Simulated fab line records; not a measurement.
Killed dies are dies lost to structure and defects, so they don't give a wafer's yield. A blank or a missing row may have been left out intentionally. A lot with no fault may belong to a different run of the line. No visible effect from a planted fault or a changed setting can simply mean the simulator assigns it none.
Struck lot and sound lot, side by side | flow n5 finfet | 14 out of 1938 route steps
Sound: the wafers L258.2, L258.5, L258.6. Wafers struck: L262.1, L262.3, L262.6. The cause is given at the end.
Per side, at each step with rows, come the tool, then ch with its chambers, and then its first start. Under that, the readings that differ: sound wafers | struck wafers | difference of the means | sigmas: that difference in standard deviations of wafers without a fault.
alike: readings whose means differ by less than 2 such deviations, and words and numbers that are the same on both sides. not compared: withheld readings, readings that some wafer has no value for, bounds like >300 that may hide the same value, and numbers for which the record gives no deviation and whose values overlap.
The two part at a step that has a row with sigmas, a row that says differs or no value, or rows on one side only. Non-overlapping numbers with no deviation appear without sigmas and do not part them. A reading that every wafer of one side lacks parts them only if that side has two wafers or more.

N5_BEOL_M9_ILD_DEP_00: deposits SiCOH lowk from DEMS/porogen, target thk 308.51 nm, time 58 s.
  sound on pecvd-01 ch 0,1,2, day 11 10:49; struck on pecvd-02 ch 0,1,2, day 12 12:21
  alike: heater power w, showerhead plenum p Torr, throttle valve pct
  not compared: since wet clean h
N5_BEOL_M9_CURE_71: cures SiCOH lowk, time 240 s.
  sound on uv cure-01 ch 1, day 11 10:58; struck on uv cure-02 ch 1, day 12 12:26
  alike: lamp power pct, wafer_temp_C_max
N5_BEOL_M9_THK_MEAS_01:
  sound: film metro-02 at day 11 11:24; struck: film metro-02 at day 12 13:25
  alike: M9_ILD_THK
N5_BEOL_M9_PECVD_70: deposits SiO2 from TEOS/O2, target thk 20 nm, time 22.7 s.
  sound on pecvd-01 ch 0,2, day 11 11:26; struck on pecvd-01 ch 1,2, day 12 13:28
  alike: heater power w, showerhead plenum p Torr, throttle valve pct
  not compared: since wet clean h
N5_BEOL_M9_HM_DEP_02: deposits TiN, target thk 20 nm.
  sound: pvd sputter-03 at day 11 12:23; struck: pvd sputter-03 at day 12 13:56
  alike: chamber pressure pa, substrate temp c, throttle valve pct
then, 7 steps without rows for these wafers: N5_BEOL_M9_COAT_59 (time 60 s, resist thk 100 nm); N5_BEOL_M9_COAT_60 (time 60 s, resist thk 30 nm); N5_BEOL_M9_COAT_05 (resist thk 90 nm); N5_BEOL_M9_EBR_07; N5_BEOL_M9_SOFTBAKE_06 (time 60 s); N5_BEOL_M9_EXPOSE_08 (exposes mask M9); N5_BEOL_M9_PEB_09 (peb time 60 s).
N5_BEOL_M9_DEVELOP_10: develop time 30 s.
  sound on litho track-03 ch 0, day 11 12:50; struck on litho track-05, day 12 14:15
  no value came back on the struck wafers for chill plate temp C (C), develop time s (s); on the sound wafers chill plate temp C (C) reads 23.09 23.05 23.22
  reading                                      | sound        | struck         | difference | sigmas
  model.CAR-ArF_of_BEOL_M9_COAT_05.thk nm (nm) | 88.2 88 88.4 | 89.8 89.8 90.2 | +1.7       |
N5_BEOL_M9_CD_MEAS_11: target cd 64.1 nm.
  sound on cd sem-02 ch 0, day 11 12:53; struck on cd sem-01 ch 0, day 12 14:19
  reading    | sound          | struck | difference                    | sigmas
  cd nm (nm) | 63.7 64.8 63.6 | - - -  | no value on the struck wafers |

## WHERE THEY PART
Last at N5_BEOL_M9_CD_MEAS_11 as far as this record goes, first at N5_BEOL_M9_DEVELOP_10.

WHY: the cause the simulator had injected
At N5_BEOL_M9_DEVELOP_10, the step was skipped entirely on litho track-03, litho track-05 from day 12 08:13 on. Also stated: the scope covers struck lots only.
